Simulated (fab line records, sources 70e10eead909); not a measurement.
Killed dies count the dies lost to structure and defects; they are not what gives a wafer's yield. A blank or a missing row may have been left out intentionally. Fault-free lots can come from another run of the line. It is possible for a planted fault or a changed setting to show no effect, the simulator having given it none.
fab line records    flow nandHarc
[record] lots = 24  wafers = 72  lastDay = 26
route steps=1159 shown P_ZERO_WELL@61 P_STI@84 P_GATE@205 P_CONTACT@219 P_M1@297
lots untouched by any fault: they come from a run of this same line in which no faults occurred
startH: hours from the record's first day to the start of the lot's first wafer shown    waitH: hours from the lot's prior step to this one    " repeats the value in the row above    L1.1+2: one row covering several wafers at once    - no value, or no start was given    * or withheld: withheld    < > ~ a bound
route shown NAME@n: NAME is a module with steps in the file, n the number in the route of the first one    usual: mean/standard deviation taken from wafers without a fault    same: alike in all rows    chamber/n: place in a boat    sites: the reading at each site    _std_site: their standard deviation    _edge_site: the outer-site mean with the inner-site mean subtracted    radiusMm: how far each site lies from the wafer's centre    mask NAME#n: copy n    behind: the tool/chamber that last shaped the wafer    hold: what put the lot on hold/how long, in hours/how the hold closed    device: whichever transistor did not switch (one of n, p or np)    end of line: the route-end tests of the same wafers    step lacking rows: just its recipe    killed: dies that structure and defects cost at the first sort, which is not the same as the wafer's yield    map: shows each die of a wafer: x if killed, . if not, _ if none is there
set.NAME: the setting as run; set.NAME@STEP: as run at that earlier step    model.NAME: the simulator's own value behind a step, which no gauge read
steps of the route over a sample of lots; a table a step, a row a wafer
services: when a tool's chamber went out of use (startH, in hours from the record's first day, below 0 if earlier), for how many hours, and the reason
[[steps]]
[step NHARC_P_ZERO_WELL_DESCUM_54]
[recipe] timeS = 3  o2FlowSccm = 200  arFlowSccm = 0  biasPowerW = 0  chemistry = O2
[usual] drypumpMotorCurrentA = 5.9/0.41  o2FlowSccm = 200.1/0.61  oesProductAu = 0.998/0.013  rfVppV = 57.7/0.86  showerheadPlenumPTorr = 1.91/0.094  throttleValvePct = 11.310/0.0094
lot.wafer  tool        chamber  startH  waitH  drypumpMotorCurrentA  o2FlowSccm  oesProductAu  rfHoursCounterH  rfVppV  showerheadPlenumPTorr  throttleValvePct
L074.1     rieDiel-10  3        17.81   -      5.4                   199.2       1.020         0                58.8    2.06                   11.313
L074.3     "           0        "       "      6.1                   199.5       1.011         0                55.4    1.81                   11.309
L074.6     "           1        "       "      5.6                   199.4       1.010         -                56.1    1.88                   11.317
L075.3     rieDiel-05  1        23.81   -      6.3                   200.4       0.986         1                58.0    2.03                   11.310
L075.4     "           2        "       "      6.3                   199.6       1.018         1                57.9    1.99                   11.328
L075.5     "           0        "       "      5.5                   199.8       0.999         -                56.3    1.81                   11.296
L076.1     rieDiel-05  1        30.29   -      6.3                   199.4       0.979         3                57.3    2.03                   11.303
L076.3     "           2        "       "      6.3                   199.9       1.001         2                59.7    1.99                   11.309
L076.6     "           2        "       "      6.4                   199.7       1.007         -                57.1    1.99                   11.317
L077.3     rieDiel-10  2        35.94   -      6.0                   200.5       0.978         2                56.6    1.84                   11.291
L077.5     "           1        "       "      5.6                   200.3       0.995         -                56.3    1.88                   11.313
L077.6     "           2        "       "      6.0                   200.8       0.977         -                58.0    1.84                   11.332
L078.1     rieDiel-06  2        42.07   -      5.6                   200.7       1.016         11               58.2    1.92                   11.316
L078.3     "           0        "       "      6.5                   199.8       0.995         11               58.6    1.95                   11.302
L078.5     "           2        "       "      5.6                   200.4       1.021         -                57.6    1.92                   11.326
L079.3     rieDiel-06  0        47.89   -      6.4                   200.7       0.996         11               57.4    1.95                   11.309
L079.4     "           1        "       "      6.0                   200.3       1.014         11               57.6    1.79                   11.318
L079.2     "           2        "       "      5.6                   201.2       1.013         12               58.0    1.92                   11.300
L080.4     rieDiel-05  1        54.44   -      6.3                   201.4       0.976         4                57.3    2.03                   11.320
L080.1     "           2        "       "      6.3                   199.2       1.003         4                57.9    1.99                   11.304
L080.5     "           3        "       "      5.0                   199.0       1.009         -                58.9    2.00                   11.304
L081.4     rieDiel-05  1        60.09   -      6.3                   199.3       0.990         -                58.0    2.03                   11.311
L081.6     "           2        "       "      6.3                   200.1       1.013         -                57.1    1.99                   11.319
L081.5     "           0        "       "      5.6                   199.6       1.006         -                57.2    1.81                   11.308
L082.3     rieDiel-05  1        65.84   -      6.3                   200.6       0.975         5                57.5    2.03                   11.304
L082.6     "           2        "       "      6.3                   200.3       1.008         -                58.7    1.99                   11.311
L082.5     "           3        "       "      5.0                   201.8       1.013         -                59.1    2.00                   11.301
L083.1     rieDiel-10  2        71.81   -      6.0                   199.8       0.985         4                57.0    1.84                   11.305
L083.3     "           0        "       "      6.1                   200.4       1.003         4                58.1    1.81                   11.312
L083.5     "           2        "       "      6.0                   200.4       0.979         -                58.1    1.84                   11.303
L084.1     rieDiel-06  2        77.91   -      5.6                   200.2       1.006         0                58.4    1.92                   11.315
L084.3     "           0        "       "      6.4                   200.1       0.994         0                57.4    1.95                   11.314
L084.6     "           2        "       "      5.6                   200.1       0.999         -                56.8    1.92                   11.313
L085.3     rieDiel-10  2        83.65   -      6.0                   200.0       0.983         5                57.0    1.84                   11.314
L085.4     "           3        "       "      5.4                   199.3       1.008         5                57.1    2.06                   11.315
L085.6     "           2        "       "      6.0                   200.8       0.980         -                57.5    1.84                   11.315
L086.4     rieDiel-10  1        90.14   -      5.6                   199.6       0.998         5                58.6    1.88                   11.307
L086.3     "           3        "       "      5.4                   198.4       0.985         5                57.8    2.06                   11.321
L086.2     "           0        "       "      6.0                   200.1       1.001         5                58.1    1.81                   11.315
L087.3     rieDiel-06  0        95.78   -      6.4                   200.5       0.972         2                58.1    1.95                   11.302
L087.1     "           1        "       "      6.0                   199.3       0.975         2                56.9    1.79                   11.298
L087.5     "           2        "       "      5.6                   200.7       0.991         -                58.2    1.92                   11.333
L088.2     rieDiel-06  0        102.13  -      6.4                   200.5       0.982         2                57.8    1.95                   11.322
L088.1     "           1        "       "      5.9                   199.8       0.989         3                56.2    1.79                   11.309
L088.6     "           3        "       "      5.9                   200.4       0.987         -                57.3    1.79                   11.316
L089.2     rieDiel-05  2        107.67  -      6.3                   200.5       1.003         8                58.9    1.99                   11.294
L089.1     "           1        "       "      6.3                   200.1       0.972         8                58.4    2.03                   11.322
L089.5     "           2        "       "      6.3                   200.1       1.010         -                58.0    1.99                   11.303
L090.3     rieDiel-06  2        113.97  -      5.6                   199.9       0.989         2                57.2    1.92                   11.303
L090.1     "           3        "       "      6.0                   200.0       0.986         2                56.7    1.79                   11.302
L090.6     "           3        "       "      6.0                   200.3       0.983         -                57.0    1.79                   11.312
L091.3     rieDiel-10  0        120.06  -      6.1                   199.6       0.995         7                59.2    1.81                   11.299
L091.4     "           1        "       "      5.6                   200.5       0.996         7                59.0    1.88                   11.295
L091.5     "           3        "       "      5.4                   200.1       1.009         -                58.1    2.05                   11.304
L092.2     rieDiel-10  2        125.90  -      6.0                   199.8       0.986         8                57.2    1.84                   11.310
L092.3     "           3        "       "      5.5                   199.6       1.009         8                58.2    2.05                   11.321
L092.5     "           2        "       "      6.0                   200.2       0.994         -                58.1    1.84                   11.295
L093.4     rieDiel-05  0        131.82  -      5.6                   200.3       1.013         12               59.0    1.81                   11.309
L093.6     "           0        "       "      5.6                   200.0       1.013         -                57.0    1.81                   11.310
L093.5     "           1        "       "      6.3                   200.1       0.989         -                57.5    2.03                   11.322
L094.1     rieDiel-05  1        138.06  -      6.3                   201.1       0.991         10               56.8    2.03                   11.311
L094.4     "           0        "       "      5.6                   200.9       0.995         12               56.8    1.81                   11.308
L094.6     "           1        "       "      6.3                   200.6       0.985         -                57.5    2.03                   11.307
L095.4     rieDiel-05  1        143.92  -      6.3                   200.2       0.984         10               58.7    2.03                   11.287
L095.1     "           3        "       "      5.0                   200.4       1.000         10               58.7    2.00                   11.311
L095.2     "           0        "       "      5.5                   201.2       1.007         12               56.2    1.81                   11.338
L096.3     rieDiel-10  1        149.94  -      5.7                   200.1       0.995         9                57.1    1.88                   11.319
L096.5     "           0        "       "      6.0                   200.0       1.003         -                57.1    1.81                   11.320
L096.6     "           1        "       "      5.7                   198.9       1.001         -                56.5    1.88                   11.313
L097.1     rieDiel-05  2        155.92  -      6.3                   200.7       1.010         11               58.9    1.99                   11.325
L097.2     "           0        "       "      5.5                   198.5       1.005         13               57.0    1.81                   11.316
L097.6     "           2        "       "      6.3                   200.0       0.992         -                58.5    1.99                   11.308
[step NHARC_P_STI_OVL_MEAS_10]
[usual] overlayXNm = -2/6.4  overlayYNm = -2/7.1
lot.wafer  tool        chamber  startH  waitH  overlayXNm  overlayYNm
L074.1     overlay-02  -        35.92   -      7           -5
L074.3     "           -        "       "      8           -5
L074.6     "           -        "       "      7           -5
L076.1     overlay-02  -        47.50   -      -8          1
L076.3     "           -        "       "      -8          1
L076.6     "           -        "       "      -7          1
L075.3     overlay-01  -        47.53   -      7           -1
L075.4     "           -        "       "      6           -1
L075.5     "           -        "       "      6           -1
L077.3     overlay-01  -        59.45   -      -7          -12
L077.5     "           -        "       "      -7          -12
L077.6     "           -        "       "      -7          -13
L078.1     overlay-02  -        59.62   -      8           19
L078.3     "           -        "       "      9           19
L078.5     "           -        "       "      8           19
L079.2     overlay-02  -        65.65   -      9           -5
L079.3     "           -        "       "      10          -6
L079.4     "           -        "       "      9           -5
L080.1     overlay-01  -        71.53   -      -1          -5
L080.4     "           -        "       "      -2          -5
L080.5     "           -        "       "      -1          -4
L081.4     overlay-02  -        78.83   -      -1          2
L081.5     "           -        "       "      -1          3
L081.6     "           -        "       "      0           2
L082.3     overlay-02  -        82.98   -      -6          -1
L082.5     "           -        "       "      -6          -1
L082.6     "           -        "       "      -6          -1
L083.1     overlay-02  -        88.98   -      -13         3
L083.3     "           -        "       "      -13         3
L083.5     "           -        "       "      -12         3
L084.1     overlay-01  -        95.07   -      -6          3
L084.3     "           -        "       "      -6          3
L084.6     "           -        "       "      -6          3
L085.3     overlay-01  -        100.96  -      6           1
L085.4     "           -        "       "      6           1
L085.6     "           -        "       "      6           1
L087.1     overlay-02  -        109.66  -      -10         5
L087.3     "           -        "       "      -10         4
L087.5     "           -        "       "      -10         5
L086.2     overlay-02  -        109.83  -      -5          -4
L086.3     "           -        "       "      -5          -4
L086.4     "           -        "       "      -6          -3
L088.1     overlay-02  -        120.60  -      -2          -8
L088.2     "           -        "       "      -2          -8
L088.6     "           -        "       "      -2          -8
L089.1     overlay-02  -        124.84  -      -5          4
L089.2     "           -        "       "      -5          5
L089.5     "           -        "       "      -5          4
L090.1     overlay-02  -        131.94  -      -10         -5
L090.3     "           -        "       "      -10         -5
L090.6     "           -        "       "      -10         -5
L091.3     overlay-02  -        137.17  -      -2          -4
L091.4     "           -        "       "      -3          -3
L091.5     "           -        "       "      -2          -4
L093.4     overlay-02  -        152.23  -      -10         -17
L093.5     "           -        "       "      -10         -17
L093.6     "           -        "       "      -11         -16
L092.2     overlay-01  -        152.39  -      -1          3
L092.3     "           -        "       "      -1          3
L092.5     "           -        "       "      -1          2
L094.1     overlay-01  -        152.42  -      5           -12
L094.4     "           -        "       "      5           -12
L094.6     "           -        "       "      5           -13
L095.1     overlay-02  -        162.64  -      7           0
L095.2     "           -        "       "      7           0
L095.4     "           -        "       "      7           0
L096.3     overlay-01  -        166.97  -      0           -2
L096.5     "           -        "       "      0           0
L096.6     "           -        "       "      0           -1
L097.1     overlay-01  -        174.64  -      0           -8
L097.2     "           -        "       "      0           -9
L097.6     "           -        "       "      0           -9
[step NHARC_P_GATE_STRIP_95]
[recipe] powerW = 1500  tempC = 250  chemistry = O2
[usual] drypumpMotorCurrentA = 6.0/0.38  heaterPowerW = 307/32
lot.wafer  tool            chamber  startH  waitH  drypumpMotorCurrentA  heaterPowerW  rfHoursCounterH
L074.1     plasmaAsher-02  0        108.34  0.5    6.2                   316           34
L074.3     "               1        "       "      6.2                   260           -
L074.6     "               0        "       "      6.2                   311           -
L075.3     plasmaAsher-01  0        114.04  0.4    5.3                   322           -
L075.4     "               1        "       "      5.9                   344           -
L075.5     "               1        "       "      5.9                   353           -
L076.1     plasmaAsher-02  0        114.99  0.6    6.2                   314           37
L076.3     "               0        "       "      6.2                   312           -
L076.6     "               0        "       "      6.2                   311           -
L077.3     plasmaAsher-02  1        130.54  0.3    6.2                   260           -
L077.6     "               0        "       "      6.3                   314           -
L077.5     "               1        "       "      6.2                   264           -
L078.1     plasmaAsher-02  1        131.30  0.5    6.2                   271           45
L078.3     "               1        "       "      6.3                   261           -
L078.5     "               1        "       "      6.2                   263           -
L079.2     plasmaAsher-02  1        136.13  0.6    6.2                   264           49
L079.4     "               1        "       "      6.2                   263           -
L079.3     "               0        "       "      6.3                   306           -
L080.1     plasmaAsher-02  0        147.83  0.5    6.2                   306           55
L080.4     "               1        "       "      6.2                   260           -
L080.5     "               1        "       "      6.2                   254           -
L082.3     plasmaAsher-02  1        152.48  0.3    6.2                   268           -
L082.5     "               0        "       "      6.2                   315           -
L082.6     "               1        "       "      6.2                   265           -
L081.4     plasmaAsher-02  0        156.92  0.4    6.2                   321           -
L081.5     "               0        "       "      6.2                   313           -
L081.6     "               1        "       "      6.2                   264           -
L083.1     plasmaAsher-02  0        160.50  0.6    6.2                   317           66
L083.3     "               0        "       "      6.2                   314           -
L083.5     "               0        "       "      6.2                   310           -
L084.1     plasmaAsher-02  0        167.22  0.6    6.2                   311           71
L084.3     "               0        "       "      6.2                   312           -
L084.6     "               1        "       "      6.2                   262           -
L085.3     plasmaAsher-02  1        175.12  0.4    6.1                   264           -
L085.4     "               0        "       "      6.2                   313           -
L085.6     "               0        "       "      6.2                   309           -
L086.2     plasmaAsher-01  1        183.78  0.6    5.9                   337           5
L086.3     "               1        "       "      6.0                   340           -
L086.4     "               0        "       "      5.2                   321           -
L087.1     plasmaAsher-01  1        184.56  0.6    5.9                   349           6
L087.3     "               0        "       "      5.2                   328           -
L087.5     "               1        "       "      5.9                   348           -
L088.1     plasmaAsher-01  1        191.79  0.6    5.9                   348           11
L088.2     "               0        "       "      5.3                   316           11
L088.6     "               0        "       "      5.3                   320           -
L089.1     plasmaAsher-01  1        192.70  0.6    6.0                   349           12
L089.2     "               0        "       "      5.3                   317           12
L089.5     "               0        "       "      5.3                   333           -
L090.1     plasmaAsher-02  1        204.22  0.6    6.2                   255           3
L090.3     "               1        "       "      6.2                   252           -
L090.6     "               1        "       "      6.2                   253           -
L091.3     plasmaAsher-01  1        214.47  10.3   5.9                   355           -
L091.4     "               0        "       "      5.3                   315           -
L091.5     "               0        "       "      5.3                   313           -
L094.1     plasmaAsher-02  1        221.94  0.5    6.2                   256           9
L094.4     "               0        "       "      6.2                   314           -
L094.6     "               1        "       "      6.2                   249           -
L092.2     plasmaAsher-01  1        222.72  0.5    5.9                   352           19
L092.3     "               1        "       "      6.0                   359           -
L092.5     "               0        "       "      5.3                   322           -
L093.4     plasmaAsher-02  0        222.73  0.4    6.2                   321           -
L093.6     "               0        "       "      6.2                   319           -
L093.5     "               1        "       "      6.2                   250           -
L095.2     plasmaAsher-01  1        233.35  0.6    6.0                   349           22
L095.1     "               0        "       "      5.3                   319           22
L095.4     "               0        "       "      5.3                   318           -
L096.3     plasmaAsher-01  0        239.18  0.3    5.3                   321           -
L096.6     "               1        "       "      6.0                   337           -
L096.5     "               0        "       "      5.2                   329           -
L097.1     plasmaAsher-01  0        247.73  0.6    5.2                   323           27
L097.2     "               1        "       "      5.9                   346           27
L097.6     "               1        "       "      5.9                   348           -
[step NHARC_P_CONTACT_CMP_01]
[recipe] targetThkNm = 200  material = SiO2
[usual] motorCurrentA = 12.0/1.1
lot.wafer  tool    chamber  startH  waitH  motorCurrentA
L074.1     cmp-04  0        110.94  -      11.7
L074.3     "       2        "       "      12.8
L074.6     "       1        "       "      13.0
L075.3     cmp-04  0        116.93  -      11.8
L075.4     "       1        "       "      13.4
L075.5     "       2        "       "      13.5
L076.3     cmp-04  3        117.71  -      11.0
L076.1     "       2        "       "      13.4
L076.6     "       0        "       "      11.9
L077.3     cmp-03  2        133.18  -      13.5
L077.6     "       2        "       "      13.3
L077.5     "       3        "       "      10.8
L078.1     cmp-01  1        134.10  -      11.8
L078.3     "       3        "       "      11.1
L078.5     "       1        "       "      11.6
L079.4     cmp-01  2        138.79  -      12.8
L079.3     "       3        "       "      10.7
L079.2     "       0        "       "      12.0
L080.1     cmp-04  3        150.48  -      10.4
L080.4     "       0        "       "      12.0
L080.5     "       3        "       "      10.6
L082.3     cmp-01  1        155.05  -      11.3
L082.6     "       1        "       "      10.7
L082.5     "       2        "       "      13.1
L081.4     cmp-04  3        159.84  -      10.3
L081.6     "       2        "       "      12.5
L081.5     "       3        "       "      10.0
L083.1     cmp-04  1        163.16  -      13.5
L083.3     "       2        "       "      13.3
L083.5     "       0        "       "      11.7
L084.1     cmp-03  3        169.86  -      10.7
L084.3     "       0        "       "      12.4
L084.6     "       3        "       "      10.8
L085.3     cmp-03  2        177.70  -      14.1
L085.4     "       0        "       "      12.4
L085.6     "       2        "       "      14.0
L086.4     cmp-03  3        186.48  -      10.4
L086.3     "       0        "       "      12.7
L086.2     "       1        "       "      11.2
L087.1     cmp-01  2        187.31  -      13.7
L087.3     "       0        "       "      12.4
L087.5     "       3        "       "      10.9
L088.1     cmp-04  3        194.67  -      10.5
L088.2     "       0        "       "      12.1
L088.6     "       3        "       "      10.6
L089.2     cmp-03  0        195.56  -      12.8
L089.1     "       1        "       "      11.4
L089.5     "       0        "       "      11.8
L090.3     cmp-03  1        206.85  -      10.9
L090.1     "       0        "       "      12.5
L090.6     "       1        "       "      11.3
L091.4     cmp-04  2        217.08  -      13.5
L091.3     "       3        "       "      10.5
L091.5     "       3        "       "      11.2
L094.4     cmp-03  1        225.00  0.5    10.8
L094.1     "       2        "       "      13.4
L094.6     "       3        "       "      10.8
L093.4     cmp-01  3        225.75  0.4    11.2
L093.5     "       2        "       "      13.3
L093.6     "       3        "       "      10.8
L092.2     cmp-03  1        225.95  0.5    11.4
L092.3     "       2        "       "      14.1
L092.5     "       3        "       "      10.8
L095.1     cmp-01  0        236.43  -      12.7
L095.4     "       1        "       "      11.2
L095.2     "       3        "       "      10.9
L096.3     cmp-03  1        242.40  -      10.9
L096.5     "       2        "       "      13.6
L096.6     "       3        "       "      11.1
L097.1     cmp-01  1        250.59  -      11.4
L097.2     "       2        "       "      13.0
L097.6     "       3        "       "      11.2
[step NHARC_P_CONTACT_OVL_MEAS_13]
[usual] overlayXNm = 0.1/1  overlayYNm = -0.1/0.82
lot.wafer  tool        chamber  startH  waitH  overlayXNm  overlayYNm
L074.1     overlay-02  -        111.86  -      -2.0        0.3
L074.3     "           -        "       "      -2.1        -0.7
L074.6     "           -        "       "      -1.3        -0.4
L075.3     overlay-02  -        117.80  -      0.0         -0.6
L075.4     "           -        "       "      0.2         -0.5
L075.5     "           -        "       "      -0.4        -0.3
L076.1     overlay-02  -        118.51  -      0.4         -0.9
L076.3     "           -        "       "      0.3         -0.5
L076.6     "           -        "       "      0.0         -0.7
L077.3     overlay-02  -        134.11  -      1.9         -0.3
L077.5     "           -        "       "      1.3         -0.4
L077.6     "           -        "       "      1.5         -0.6
L078.1     overlay-02  -        135.00  -      0.8         -1.2
L078.3     "           -        "       "      0.2         -1.5
L078.5     "           -        "       "      0.3         -1.2
L079.2     overlay-02  -        139.58  -      0.2         1.0
L079.3     "           -        "       "      0.2         0.6
L079.4     "           -        "       "      -0.5        1.4
L080.1     overlay-01  -        151.38  -      0.2         -0.2
L080.4     "           -        "       "      -0.4        -0.3
L080.5     "           -        "       "      -0.1        -0.2
L082.3     overlay-02  -        155.99  -      1.2         -1.3
L082.5     "           -        "       "      1.0         -1.2
L082.6     "           -        "       "      1.0         -0.9
L081.4     overlay-02  -        160.61  -      0.2         0.3
L081.5     "           -        "       "      -0.2        0.3
L081.6     "           -        "       "      0.3         0.0
L083.1     overlay-01  -        164.04  -      1.5         -1.1
L083.3     "           -        "       "      2.0         -0.2
L083.5     "           -        "       "      1.7         -0.5
L084.1     overlay-02  -        170.75  -      -0.3        -1.4
L084.3     "           -        "       "      -0.8        -1.4
L084.6     "           -        "       "      -0.1        -1.3
L085.3     overlay-01  -        178.62  -      1.2         1.4
L085.4     "           -        "       "      1.4         0.8
L085.6     "           -        "       "      1.2         0.7
L086.2     overlay-02  -        187.28  -      0.3         -1.1
L086.3     "           -        "       "      0.1         -1.5
L086.4     "           -        "       "      0.5         -0.4
L087.1     overlay-01  -        188.10  -      -0.2        0.6
L087.3     "           -        "       "      -0.5        1.1
L087.5     "           -        "       "      -0.4        0.6
L088.1     overlay-01  -        195.58  -      -0.2        0.9
L088.2     "           -        "       "      -0.9        0.7
L088.6     "           -        "       "      -0.4        0.8
L089.1     overlay-02  -        196.38  -      0.1         0.8
L089.2     "           -        "       "      0.5         0.8
L089.5     "           -        "       "      0.1         0.8
L090.1     overlay-01  -        207.64  -      0.1         0.3
L090.3     "           -        "       "      -0.4        0.4
L090.6     "           -        "       "      0.4         0.9
L091.3     overlay-01  -        217.87  -      0.2         0.1
L091.4     "           -        "       "      0.4         0.2
L091.5     "           -        "       "      -0.6        -0.4
L094.1     overlay-01  -        225.87  -      -0.5        -0.9
L094.4     "           -        "       "      0.1         -0.5
L094.6     "           -        "       "      0.1         -1.0
L093.4     overlay-01  -        226.65  -      -0.7        0.8
L093.5     "           -        "       "      -0.5        0.4
L093.6     "           -        "       "      -1.1        -0.3
L092.2     overlay-02  -        226.82  -      1.3         0.4
L092.3     "           -        "       "      0.9         0.1
L092.5     "           -        "       "      1.1         0.5
L095.1     overlay-02  -        237.36  -      -2.7        1.8
L095.2     "           -        "       "      -2.8        1.7
L095.4     "           -        "       "      -3.0        1.4
L096.3     overlay-02  -        243.25  -      1.4         0.4
L096.5     "           -        "       "      1.4         0.0
L096.6     "           -        "       "      2.1         -0.4
L097.1     overlay-01  -        251.33  -      -0.2        -0.3
L097.2     "           -        "       "      -1.1        -0.7
L097.6     "           -        "       "      -0.4        -0.1
[step NHARC_P_M1_INSPECT_11]
[usual] rawDefectCount = 3.8/2.2
lot.wafer  tool              chamber  startH  waitH  rawDefectCount
L074.1     defectInspect-01  -        120.74  0.0    5
L074.3     "                 -        "       "      2
L074.6     "                 -        "       "      4
L075.3     defectInspect-02  -        129.41  0.0    8
L075.4     "                 -        "       "      5
L075.5     "                 -        "       "      1
L076.1     defectInspect-01  -        129.78  0.0    8
L076.3     "                 -        "       "      3
L076.6     "                 -        "       "      3
L077.3     defectInspect-02  -        146.08  0.0    3
L077.5     "                 -        "       "      2
L077.6     "                 -        "       "      3
L078.1     defectInspect-02  -        146.62  0.0    3
L078.3     "                 -        "       "      2
L078.5     "                 -        "       "      2
L079.2     defectInspect-01  -        152.38  0.0    6
L079.3     "                 -        "       "      4
L079.4     "                 -        "       "      0
L080.1     defectInspect-01  -        159.97  0.0    4
L080.4     "                 -        "       "      3
L080.5     "                 -        "       "      12
L082.3     defectInspect-02  -        164.88  0.0    5
L082.5     "                 -        "       "      3
L082.6     "                 -        "       "      1
L081.4     defectInspect-01  -        172.53  0.0    2
L081.5     "                 -        "       "      1
L081.6     "                 -        "       "      5
L083.1     defectInspect-01  -        178.05  0.0    4
L083.3     "                 -        "       "      5
L083.5     "                 -        "       "      5
L084.1     defectInspect-02  -        182.97  0.0    5
L084.3     "                 -        "       "      1
L084.6     "                 -        "       "      8
L085.3     defectInspect-02  -        195.36  0.0    2
L085.4     "                 -        "       "      4
L085.6     "                 -        "       "      1
L087.1     defectInspect-02  -        196.58  0.0    1
L087.3     "                 -        "       "      1
L087.5     "                 -        "       "      5
L086.2     defectInspect-01  -        196.88  0.0    5
L086.3     "                 -        "       "      5
L086.4     "                 -        "       "      6
L088.1     defectInspect-01  -        210.63  0.0    3
L088.2     "                 -        "       "      1
L088.6     "                 -        "       "      1
L089.1     defectInspect-02  -        211.62  0.0    4
L089.2     "                 -        "       "      2
L089.5     "                 -        "       "      3
L090.1     defectInspect-02  -        220.52  0.0    2
L090.3     "                 -        "       "      8
L090.6     "                 -        "       "      3
L091.3     defectInspect-02  -        226.06  0.0    1
L091.4     "                 -        "       "      5
L091.5     "                 -        "       "      4
L094.1     defectInspect-01  -        234.07  0.0    2
L094.4     "                 -        "       "      2
L094.6     "                 -        "       "      3
L093.4     defectInspect-01  -        243.40  0.1    2
L093.5     "                 -        "       "      2
L093.6     "                 -        "       "      4
L092.2     defectInspect-01  -        243.85  0.0    3
L092.3     "                 -        "       "      1
L092.5     "                 -        "       "      5
L095.1     defectInspect-01  -        245.78  0.0    5
L095.2     "                 -        "       "      2
L095.4     "                 -        "       "      5
L096.3     defectInspect-02  -        251.61  0.1    4
L096.5     "                 -        "       "      7
L096.6     "                 -        "       "      3
L097.1     defectInspect-01  -        259.59  0.0    3
L097.2     "                 -        "       "      4
L097.6     "                 -        "       "      3
[[services]]
tool            chamber  startH  hours  kind
rieDiel-10      -        -0.50   9.0    pm
plasmaAsher-02  -        6.00    9.0    pm
cmp-04          -        7.07    4.0    pm
cmp-04          -        36.35   1.1    repair
cmp-03          -        58.12   4.0    pm
rieDiel-05      3        58.42   5.5    repair
cmp-01          -        60.77   1.2    repair
plasmaAsher-01  -        71.96   2.7    repair
rieDiel-05      3        85.86   3.3    repair
cmp-03          -        86.28   0.8    repair
cmp-04          -        96.34   1.5    repair
plasmaAsher-01  -        99.24   9.0    pm
cmp-04          -        105.07  4.0    pm
plasmaAsher-01  -        115.53  62.5   repair
rieDiel-05      1        122.49  1.3    repair
cmp-03          -        156.12  4.0    pm
rieDiel-05      -        163.60  9.0    pm
rieDiel-10      -        176.50  9.0    pm
rieDiel-05      3        180.60  3.5    repair
plasmaAsher-02  -        183.00  9.0    pm
cmp-04          -        203.07  4.0    pm
cmp-04          -        208.22  0.2    repair
cmp-03          -        243.76  6.6    repair
rieDiel-05      0        246.01  4.7    repair
[[key]]
fault none
